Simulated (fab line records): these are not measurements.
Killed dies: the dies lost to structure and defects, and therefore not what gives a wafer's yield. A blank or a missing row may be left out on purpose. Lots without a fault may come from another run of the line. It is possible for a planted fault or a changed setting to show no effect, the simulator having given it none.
Matching of chambers :: flow nand_harc :: NHARC_A_CONTACT_DEP_85 on pecvd-03 has 3 sister chambers
The step deposits SiON, target thk 60 nm. 3 wafers are shown with their chamber, then 9 later ones without.

WAFERS, EACH WITH ITS CHAMBER
wafer: L085.1
chamber: 2
heater_power_w (W): 751

wafer: L087.4
chamber: 1
heater_power_w (W): 675

wafer: L087.6
chamber: 0
heater_power_w (W): 721

WAFERS WITHOUT THEIR CHAMBER
wafer: L091.1
heater_power_w (W): 727

wafer: L091.2
heater_power_w (W): 742

wafer: L091.3
heater_power_w (W): 740

wafer: L092.4
heater_power_w (W): 616

wafer: L092.5
heater_power_w (W): 670

wafer: L092.6
heater_power_w (W): 684

wafer: L097.2
heater_power_w (W): 743

wafer: L097.3
heater_power_w (W): 584

wafer: L097.5
heater_power_w (W): 753

CHAMBER TAKEN BY EACH
wafer: L091.1
from the rows above: can't be placed: 0 or 2 or 1
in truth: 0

wafer: L091.2
from the rows above: can't be placed: 2 or 0 or 1
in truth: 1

wafer: L091.3
from the rows above: can't be placed: 2 or 0 or 1
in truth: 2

wafer: L092.4
from the rows above: can't be placed: 1 or 0
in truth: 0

wafer: L092.5
from the rows above: can't be placed: 1 or 0
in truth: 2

wafer: L092.6
from the rows above: can't be placed: 1 or 0 or 2
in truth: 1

wafer: L097.2
from the rows above: can't be placed: 2 or 0 or 1
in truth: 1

wafer: L097.3
from the rows above: can't be placed: 1 or 0
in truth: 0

wafer: L097.5
from the rows above: can't be placed: 2 or 0
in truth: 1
Correct placement for 0 of the 9. Not placeable from these rows: 9 (in 7, the candidates include the true chamber). 0 placed wrongly.
How it was worked out, from the rows above alone: a wafer's distance from a chamber is the root of the sum, over the readings, of the square of ((its reading less the chamber's mean) divided by the reading's scatter). If the next closest chamber is less than 2 further off than the closest, the wafer can't be placed; otherwise it belongs to the closest. The mean given for a chamber averages the wafers shown for that chamber. The scatter: root of mean squared gap, hidden wafer to nearest shown wafer, with one shown wafer a chamber.
